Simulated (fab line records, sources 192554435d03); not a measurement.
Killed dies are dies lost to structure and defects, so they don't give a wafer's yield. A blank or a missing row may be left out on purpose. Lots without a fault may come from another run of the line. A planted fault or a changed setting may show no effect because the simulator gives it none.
fab line records | flow n5_finfet
record lots=3 wafers=9 last_day=19
route steps=1938 shown FIN_SAQP@119 FIN_CUT@154 BEOL_M4@1111 PASSIVATION@1936
lots that met no fault: from a run of the same line without faults
start_h: hours from the record's first day to the start of the lot's first wafer shown | wait_h: hours since the lot's step before | " the same as in the row above | L1.1+2: a row that stands for several wafers | - no value, or no start given | * or withheld: withheld | < > ~ a bound
route shown NAME@n: a module of which the file shows steps, and the number in the route of the first | usual: mean/standard deviation of fault-free wafers | same: alike in all rows | chamber/n: place in a boat | sites: the reading at each site | _std_site: their standard deviation | _edge_site: outer sites' mean less inner sites' | radius_mm: how far each site lies from the wafer's centre | mask NAME#n: copy n | behind: the tool/chamber that last shaped the wafer | hold: why the lot was held/for how many hours/how that ended | device: the transistor (n, p or np) that didn't switch | end of line: the same wafers' tests at the end of the route | a step without rows: its recipe alone | killed: dies lost to structure and defects at the first sort, not the wafer's yield | map: a wafer's dies, x killed, . not, _ none there
set.NAME: the setting as run; set.NAME@STEP: as run at that earlier step | model.NAME: the simulator's own value behind a step, which no gauge read
lots at some steps of the route; a table a step, a row a wafer
services: from which hour (start_h, from the record's first day; less than 0 if before it) a tool's chamber was out of use, for how many hours, and why
## steps
# step N5_FIN_SAQP_STRIP_74
# recipe chemistry=CHF3/O2 resist=SiARC rf_frequency_hz=6e+07
# step N5_FIN_SAQP_MANDREL_ETCH_22
# recipe target_depth_a=600 chemistry=HBr/Cl2 target=a-Si stop_on=SiNx bt_time_s=10 over_etch_frac=0.5 time_s=30 pressure_mtorr=10 icp_w=800 bias_w=75 HBr_flow_sccm=150 Cl2_flow_sccm=80 ends=end_point
# step N5_FIN_SAQP_STRIP_55
# recipe chemistry=N2/H2 power_w=500 temp_c=40 pressure_mtorr=50 rf_frequency_hz=6e+07 overash_fraction=0.3 bias_power_w=28 h2_frac=0.5 n2_flow_sccm=300 h2_flow_sccm=300
# step N5_FIN_SAQP_STRIP_23
# recipe chemistry=SPM time_s=750 temp_c=130 h2so4_h2o2_vol_ratio=4
# step N5_FIN_SAQP_SRD_66
# recipe dry=ipa_marangoni time_s=30 temp_c=23 rinse_liquid=diw
# step N5_FIN_SAQP_RECESS_75
# recipe chemistry=HF/NH3 target=SiO2 target_depth_a=144 afs_cycles=3 temp_c=30 sublimation_temp_c=180 sublimation_time_s=60
# step N5_FIN_SAQP_SPACER1_ALD_24
# recipe material=SiO2 target_thk_a=203 temp_c=300 ald_precursor_family=BDEAS ald_co_reactant=O2-plasma pulse_time_s=1 purge_time_s=2 co_reactant_purge_time_s=2 ald_cycles=218 pressure_torr=2
# step N5_FIN_SAQP_SPACER1_ETCHBACK_25
# recipe chemistry=CHF3/O2 mode=anisotropic_etchback target=SiO2 target_depth_a=244 time_s=12.2 pressure_mtorr=30 source_w=650 bias_w=170 Ar_flow_sccm=200 CHF3_flow_sccm=50 O2_flow_sccm=5 ion_energy_ev=200
# step N5_FIN_SAQP_MANDREL1_REMOVE_56
# recipe chemistry=HBr/Cl2/O2 bt_time_s=10 target=a-Si stop_on=SiNx endpoint=OES-SiCl over_etch_frac=1 icp_w=600 bias_w=22 HBr_flow_sccm=150 Cl2_flow_sccm=80 O2_flow_sccm=5 pressure_mtorr=10
# step N5_FIN_SAQP_ETCH_57
# recipe chemistry=CH3F/O2 target=SiNx mask_material=SiO2 target_depth_a=325 time_s=46.4 pressure_mtorr=30 source_w=395 bias_w=73 Ar_flow_sccm=150 CH3F_flow_sccm=30 O2_flow_sccm=20 ion_energy_ev=120 ends=cleared
# step N5_FIN_SAQP_ETCH_65
# recipe chemistry=CF4 target=SiO2 target_depth_a=40 ion_energy_ev=350 time_s=4.4 pressure_mtorr=10 icp_w=800 bias_w=400 cf4_flow_sccm=80
# step N5_FIN_SAQP_MANDREL_ETCH_58
# recipe chemistry=HBr/Cl2 target=a-Si target_depth_a=450 bt_time_s=10 stop_on=SiNx mask_material=SiO2 over_etch_frac=0.8 time_s=27 pressure_mtorr=10 icp_w=800 bias_w=75 HBr_flow_sccm=150 Cl2_flow_sccm=80 ends=end_point
# usual drypump_motor_current_A=5.99/0.28 he_backside_leak_sccm=2.8/0.4 oes_product_au=0.698/0.012 rf_fwd_power_W=793.7/2.7 throttle_valve_pct=35.52/0.21
# columns lot.wafer tool chamber start_h wait_h drypump_motor_current_A he_backside_leak_sccm oes_product_au rf_fwd_power_W rf_hours_counter_h throttle_valve_pct model.etch.depth_nm
L760.1 rie_si-05 0 67.13 0.0 6.61 2.6 0.706 795.7 71 35.47 44.43
L760.3 " 3 " " 5.54 3.2 0.719 797.5 105 35.16 44.51
L760.4 " 1 " " 5.53 2.5 0.707 794.1 59 35.17 44.65
L764.1 rie_si-04 2 90.17 0.0 6.09 3.3 0.707 789.1 109 35.57 44.54
L764.5 " 0 " " 5.83 2.8 0.697 792.5 - 35.47 45.53
L764.6 " 3 " " 5.86 2.1 0.702 795.2 - 35.62 45.5
L774.1 rie_si-04 1 151.58 0.0 6.33 3.2 0.704 793.2 97 35.24 45.38
L774.2 " 2 " " 6.12 3.4 0.674 793.8 110 35.62 40.7
L774.3 " 0 " " 5.84 2.9 0.663 794.1 8 35.56 41.02
# step N5_FIN_SAQP_RECESS_63
# recipe chemistry=HF/NH3 target=SiO2 target_depth_a=180 afs_cycles=3 temp_c=30 sublimation_temp_c=180 sublimation_time_s=60
# step N5_FIN_SAQP_COAT_68
# recipe resist=SOC temp_c=250 time_s=60 spin_rpm=1500 resist_thk_nm=100
# step N5_FIN_SAQP_ETCH_69
# recipe chemistry=N2/H2 target=SOC target_depth_a=1500 stop_on=SiNx ion_energy_ev=100 bias_w=61 pressure_mtorr=30 source_w=850 n2_flow_sccm=200 h2_flow_sccm=200
# usual drypump_motor_current_A=5.8/0.5 oes_product_au=0.77/0.07 rf_fwd_power_W=844/3.3 rf_vpp_V=241.1/1.1 showerhead_plenum_p_Torr=2.57/0.066 throttle_valve_pct=17.92/0.15
# columns lot.wafer tool chamber start_h wait_h drypump_motor_current_A oes_product_au rf_fwd_power_W rf_hours_counter_h rf_vpp_V showerhead_plenum_p_Torr throttle_valve_pct
L760.1 rie_diel-04 0 67.66 - 6.2 0.70 845 216 242.3 2.62 17.89
L760.3 " 2 " " 5.5 0.74 845 142 240.3 2.54 18.09
L760.4 " 0 " " 6.2 0.69 847 - 241.8 2.62 17.90
L764.1 rie_diel-05 2 90.70 - 6.1 0.74 850 174 241.7 2.64 18.06
L764.5 " 2 " " 6.1 0.74 850 - 242.4 2.64 18.07
L764.6 " 3 " " 6.0 0.83 849 - 239.6 2.47 17.86
L774.1 rie_diel-01 3 152.11 - 5.2 0.77 841 118 241.4 2.57 18.09
L774.2 " 0 " " 6.5 0.33 847 44 240.6 2.49 17.68
L774.3 " 1 " " 5.7 0.28 848 160 240.1 2.54 18.00
# step N5_FIN_SAQP_STRIP_70
# recipe chemistry=N2/H2 power_w=500 temp_c=40 pressure_mtorr=50 rf_frequency_hz=6e+07 overash_fraction=0.3 bias_power_w=28 h2_frac=0.5 n2_flow_sccm=300 h2_flow_sccm=300
# step N5_FIN_SAQP_RECESS_71
# recipe chemistry=HF/NH3 target=SiO2 target_depth_a=30 afs_cycles=1 temp_c=30 sublimation_temp_c=180 sublimation_time_s=60
# step N5_FIN_SAQP_SPACER2_ALD_28
# recipe material=SiO2 target_thk_a=81 temp_c=300 ald_precursor_family=BDEAS ald_co_reactant=O2-plasma pulse_time_s=1 purge_time_s=2 co_reactant_purge_time_s=2 pressure_torr=2
# step N5_FIN_SAQP_SPACER2_ETCHBACK_29
# recipe chemistry=CHF3/O2 mode=anisotropic_etchback target=SiO2 target_depth_a=122 time_s=6.1 pressure_mtorr=30 source_w=650 bias_w=170 Ar_flow_sccm=200 CHF3_flow_sccm=50 O2_flow_sccm=5 ion_energy_ev=200
# usual CHF3_flow_sccm=49.98/0.16 drypump_motor_current_A=5.9/0.43 oes_product_au=0.77/0.085 rf_fwd_power_W=645.7/2.6 rf_vpp_V=526/4.6 showerhead_plenum_p_Torr=2.44/0.054 throttle_valve_pct=19.00/0.15
# columns lot.wafer tool chamber start_h wait_h CHF3_flow_sccm drypump_motor_current_A oes_product_au rf_fwd_power_W rf_hours_counter_h rf_vpp_V showerhead_plenum_p_Torr throttle_valve_pct
L760.1 rie_diel-04 3 68.36 0.2 49.79 5.6 0.67 649.6 239 528 2.48 19.11
L760.3 " 2 " " 50.03 5.6 0.74 644.2 142 522 2.42 19.15
L760.4 " 2 " " 50.04 5.5 0.73 645.5 - 522 2.42 19.15
L764.1 rie_diel-04 0 91.34 0.2 50.54 6.2 0.69 644.3 225 530 2.48 19.01
L764.5 " 0 " " 50.01 6.2 0.69 643.2 - 531 2.48 18.99
L764.6 " 1 " " 49.75 6.2 0.70 640.8 - 528 2.38 19.08
L774.1 rie_diel-04 1 152.99 0.4 50.07 6.2 0.67 642.2 249 527 2.37 19.11
L774.2 " 0 " " 49.91 6.2 0.26 648.0 248 531 2.47 18.94
L774.3 " 2 " " 49.98 5.5 0.27 648.1 173 523 2.41 19.11
# step N5_FIN_SAQP_MANDREL2_REMOVE_60
# recipe chemistry=HBr/Cl2/O2 bt_time_s=10 target=a-Si stop_on=SiNx endpoint=OES-SiCl over_etch_frac=1 icp_w=600 bias_w=22 HBr_flow_sccm=150 Cl2_flow_sccm=80 O2_flow_sccm=5 pressure_mtorr=10
# step N5_FIN_SAQP_HM_OPEN_33
# recipe chemistry=CH3F/O2 target=SiNx mask_material=SiO2 target_depth_a=494 time_s=70.6 pressure_mtorr=30 source_w=395 bias_w=73 Ar_flow_sccm=150 CH3F_flow_sccm=30 O2_flow_sccm=20 ion_energy_ev=120 ends=cleared
# step N5_FIN_SAQP_ETCH_34
# recipe chemistry=C4F6/O2 target=SiO2 target_depth_a=450 time_s=15 ion_energy_ev=250 pressure_mtorr=30 source_w=345 bias_w=185 Ar_flow_sccm=300 C4F6_flow_sccm=10 O2_flow_sccm=10 ends=cleared
# step N5_FIN_SAQP_STRIP_77
# recipe chemistry=N2/H2 time_s=90 power_w=100 temp_c=40 pressure_mtorr=100 rf_frequency_hz=6e+07 bias_power_w=3 n2_flow_sccm=300 h2_flow_sccm=300
# step N5_FIN_SAQP_ETCH_64
# recipe chemistry=CF4 target=SiO2 target_depth_a=15 ion_energy_ev=350 pressure_mtorr=10 icp_w=800 bias_w=400 cf4_flow_sccm=80
# step N5_FIN_SAQP_FIN_ETCH_36
# recipe chemistry=HBr/Cl2/O2 target_depth_a=1200 mask_material=SiNx time_s=50.4 bias_w=102 pressure_mtorr=10 icp_w=800 HBr_flow_sccm=150 Cl2_flow_sccm=80 O2_flow_sccm=12
# step N5_FIN_SAQP_PRECLEAN_38
# recipe chemistry=O3/DIW time_s=45 temp_c=22 o3_ppm=10
# step N5_FIN_SAQP_PRECLEAN_45
# recipe chemistry=dHF time_s=10 dilution=500:1 temp_c=25
# step N5_FIN_SAQP_SRD_39
# recipe dry=ipa_marangoni time_s=30 temp_c=23 rinse_liquid=diw
# step N5_FIN_SAQP_INSPECT_40
# recipe inspect_instrument=brightfield mode=aei
# usual raw_defect_count=235/83
# columns lot.wafer tool chamber start_h wait_h raw_defect_count
L760.1 defect_inspect-01 - 69.14 0.0 191
L760.3 " - " " 234
L760.4 " - " " 245
L764.1 defect_inspect-02 - 92.15 0.0 88
L764.5 " - " " 139
L764.6 " - " " 285
L774.1 defect_inspect-01 - 153.82 0.0 403
L774.2 " - " " 1919
L774.3 " - " " 2015
# step N5_FIN_CUT_COAT_18
# recipe resist=SOC temp_c=250 time_s=60 spin_rpm=1500 resist_thk_nm=230
# step N5_FIN_CUT_COAT_19
# recipe resist=SiARC temp_c=220 time_s=60 spin_rpm=1500 resist_thk_nm=20
# step N5_FIN_CUT_COAT_29
# recipe resist=underlayer temp_c=205 time_s=60 spin_rpm=1500 resist_thk_nm=10
# step N5_FIN_CUT_COAT_02
# recipe resist=CAR-EUV spin_rpm=1500 resist_thk_nm=30
# step N5_FIN_CUT_EBR_04
# recipe solvent=PGMEA ebr_width_mm=1.5
# step N5_FIN_CUT_SOFTBAKE_03
# recipe temp_c=110 time_s=60 resist=CAR-EUV
# step N5_FIN_CUT_EXPOSE_05
# recipe mask_id=FIN_CUT na=0.33 source_shape=annular sigma_inner=0.35 sigma_outer=0.8 polarization=unpolarized dose_mj=45.75
# step N5_BEOL_M4_RC_MEAS_101
# usual DIBL_N=36.6/1.3 DIBL_P=36.4/1.4 IOFF_N=0.167/0.023 IOFF_P=0.219/0.029 ION_N=678/8.7 ION_P=464/6.4 SS_N=71.5/0.53 SS_P=73.4/0.57 VT_N=248.5/2.8 VT_P=-249/3.1
# columns lot.wafer tool chamber start_h wait_h DIBL_N[mV/V] DIBL_P[mV/V] IOFF_N[nA/um] IOFF_P[nA/um] ION_N[uA/um] ION_P[uA/um] SS_N[mV/dec] SS_P[mV/dec] VT_N[mV] VT_P[mV]
L760.1 prober-01 0 233.01 0.0 36.1 36.4 0.144 0.185 669 459 71.2 73.2 250.8 -252
L760.3 " 0 " " 37.5 37.8 0.161 0.192 678 457 71.9 74.0 248.4 -252
L760.4 " 0 " " 37.0 37.1 0.152 0.184 675 453 71.7 73.7 247.8 -255
L764.1 prober-01 0 254.70 0.0 33.7 34.7 0.145 0.229 679 470 71.3 72.7 250.3 -244
L764.5 " 0 " " 35.5 36.4 0.177 0.247 688 469 71.3 73.7 247.6 -245
L764.6 " 0 " " 33.3 34.6 0.134 0.224 666 465 70.5 73.0 252.9 -245
L774.1 prober-01 0 351.14 0.0 36.9 37.9 0.164 0.231 674 467 71.6 74.1 251.0 -249
# step N5_PASSIVATION_PROBE_49
# usual defect_limited_yield=91.6/1.6 killed_at_M0_to_M3=32/9.7 killed_at_M4_up=13/4.4 killed_at_contacts=12/6.5 killed_at_front_end=38/12 killed_at_other=3.7/3 killed_dies=99/18 killed_on_rim=13/3.9 killed_open=66/14 killed_short=32/7.5 sort_bin_5_function=4.9/1 sort_bin_6_memory=3.2/0.73 sort_n_pass=1081/18 sort_yield_pct=91.6/1.6
# same gross_dies=1180 killed_at_back_side=0 sort_bin_4_leakage[%]=0 sort_bin_8_speed[%]=0
# columns lot.wafer tool chamber start_h wait_h defect_limited_yield[%] killed_at_M0_to_M3 killed_at_M4_up killed_at_contacts killed_at_front_end killed_at_other killed_dies killed_on_rim killed_open killed_short sort_bin_5_function[%] sort_bin_6_memory[%] sort_n_pass sort_yield_pct[%]
L774.2 prober-02 - 455.27 0.1 0 31 9 11 1121 8 1180 152 67 29 96.3 3.3 0 0
L774.3 prober-02 - 455.32 0.1 0 26 15 14 1123 2 1180 152 64 30 96.8 2.9 0 0
# killed by level:class
L774.2 FIN_SAQP:area_etch=1084 MOL_CONTACT_COAG:geometric_particle:open=11 DUMMY_GATE:geometric_particle:open=9 BEOL_M3:geometric_particle:open=7 STI_FIN_REVEAL:geometric_particle:open=6 GATE_CUT:geometric_particle:short=5 BEOL_M2:geometric_particle:open=5 FIN_SAQP:geometric_particle:short=4
L774.3 FIN_SAQP:area_etch=1085 FIN_SAQP:geometric_particle:open=8 MOL_CONTACT_COAG:geometric_particle:open=8 FIN_SAQP:geometric_particle:short=6 MOL_CONTACT_COAG:geometric_particle:short=6 BEOL_M0_SAQP:geometric_particle:open=6 BEOL_M1:geometric_particle:open=6 STI_FIN_REVEAL:geometric_particle:open=5
# map L774.2 (x killed, . not)
_________________xxxxxxxxxxxx________________
______________xxxxxxxxxxxxxxxxxx_____________
___________xxxxxxxxxxxxxxxxxxxxxxxx__________
__________xxxxxxxxxxxxxxxxxxxxxxxxxx_________
________xxxxxxxxxxxxxxxxxxxxxxxxxxxxxx_______
_______xxxxxxxxxxxxxxxxxxxxxxxxxxxxxxxx______
______xxxxxxxxxxxxxxxxxxxxxxxxxxxxxxxxxx_____
_____xxxxxxxxxxxxxxxxxxxxxxxxxxxxxxxxxxxx____
____xxxxxxxxxxxxxxxxxxxxxxxxxxxxxxxxxxxxxx___
___xxxxxxxxxxxxxxxxxxxxxxxxxxxxxxxxxxxxxxxx__
___xxxxxxxxxxxxxxxxxxxxxxxxxxxxxxxxxxxxxxxx__
__xxxxxxxxxxxxxxxxxxxxxxxxxxxxxxxxxxxxxxxxxx_
__xxxxxxxxxxxxxxxxxxxxxxxxxxxxxxxxxxxxxxxxxx_
_xxxxxxxxxxxxxxxxxxxxxxxxxxxxxxxxxxxxxxxxxxxx
_xxxxxxxxxxxxxxxxxxxxxxxxxxxxxxxxxxxxxxxxxxxx
_xxxxxxxxxxxxxxxxxxxxxxxxxxxxxxxxxxxxxxxxxxxx
_xxxxxxxxxxxxxxxxxxxxxxxxxxxxxxxxxxxxxxxxxxxx
_xxxxxxxxxxxxxxxxxxxxxxxxxxxxxxxxxxxxxxxxxxxx
_xxxxxxxxxxxxxxxxxxxxxxxxxxxxxxxxxxxxxxxxxxxx
_xxxxxxxxxxxxxxxxxxxxxxxxxxxxxxxxxxxxxxxxxxxx
_xxxxxxxxxxxxxxxxxxxxxxxxxxxxxxxxxxxxxxxxxxxx
__xxxxxxxxxxxxxxxxxxxxxxxxxxxxxxxxxxxxxxxxxx_
__xxxxxxxxxxxxxxxxxxxxxxxxxxxxxxxxxxxxxxxxxx_
___xxxxxxxxxxxxxxxxxxxxxxxxxxxxxxxxxxxxxxxx__
___xxxxxxxxxxxxxxxxxxxxxxxxxxxxxxxxxxxxxxxx__
____xxxxxxxxxxxxxxxxxxxxxxxxxxxxxxxxxxxxxx___
_____xxxxxxxxxxxxxxxxxxxxxxxxxxxxxxxxxxxx____
______xxxxxxxxxxxxxxxxxxxxxxxxxxxxxxxxxx_____
_______xxxxxxxxxxxxxxxxxxxxxxxxxxxxxxxx______
________xxxxxxxxxxxxxxxxxxxxxxxxxxxxxx_______
__________xxxxxxxxxxxxxxxxxxxxxxxxxx_________
___________xxxxxxxxxxxxxxxxxxxxxxxx__________
______________xxxxxxxxxxxxxxxxxx_____________
_________________xxxxxxxxxxxx________________
# map L764.6 (x killed, . not)
_________________............________________
______________.....x....x......x_____________
___________............x...........__________
__________.....x..................x._________
________.............................._______
_______...........x..............x.....______
______...........x.................x...._____
_____.........................x.xx...xx..____
____.........x............................___
___........................................__
___..x.......................x.............__
__..................x.....................x._
__.................x..x.....x..............._
_.x....x...............x.............xx.x....
_.......x..x..............x...x..............
_x.............x.....................x.......
_........x..................x....x...........
_....x.......x....................x......x...
_.........x........xx....x...................
_..............x.....x.......................
_.........x......x..x....x...x..x............
__.............x........x.............x.x..._
__....x....................x...x............_
___........................................__
___.................................x.....x__
____.............................x...x....___
_____....xx.........x.x..................____
______.....xx...x...................xx.x_____
_______...x...x..............x.........______
________.xx......x..x................._______
__________............x.....x...x..._________
___________..x.............x.......__________
______________...........x......_____________
_________________............________________
## services
# columns tool chamber start_h hours kind
rie_diel-04 1 61.26 8.9 repair
rie_diel-04 3 101.78 - clean
rie_diel-04 3 101.78 - consumable_replace:focus_ring
rie_diel-04 3 101.78 28.4 scheduled_down
rie_diel-04 3 101.78 28.4 vent_cycle
rie_diel-04 - 119.54 2.3 repair
rie_diel-05 - 132.88 14.6 pm
## key
first_sign step=N5_FIN_SAQP_MANDREL_ETCH_58 reading=oes_product_au direction=down sigmas=2.6 usual=0.698 struck=0.668
effect step=N5_FIN_SAQP_ETCH_69 reading=oes_product_au direction=down sigmas=6.6 usual=0.77 struck=0.31
effect step=N5_FIN_SAQP_SPACER2_ETCHBACK_29 reading=oes_product_au direction=down sigmas=6 usual=0.77 struck=0.27
effect step=N5_FIN_SAQP_INSPECT_40 reading=raw_defect_count direction=up sigmas=21 usual=235 struck=1967
effect step=N5_PASSIVATION_PROBE_49 reading=killed_at_front_end direction=up sigmas=90 usual=38 struck=1122
model_effect step=N5_FIN_SAQP_MANDREL_ETCH_58 value=etch.depth_nm without=44.98 struck=40.86
more_kills_born_at N5_FIN_SAQP_MANDREL_ETCH_58@rie_si-04=2169
met_at N5_FIN_SAQP_MANDREL_ETCH_58
struck_wafers L774.2,L774.3
later_rows_left_out L774.2,L774.3
onset_between 90.17 151.58
fault kind=process_parameter_drift tool=rie_si-04 chamber=- onset_h=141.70 steps=N5_FIN_SAQP_MANDREL_ETCH_58 channel=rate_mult offset=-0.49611 shape=step end_h=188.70 scope=struck_wafers_only
# later_rows_left_out: the simulator's readings of these wafers behind a module that went badly wrong aren't trusted and aren't shown, but for the sort
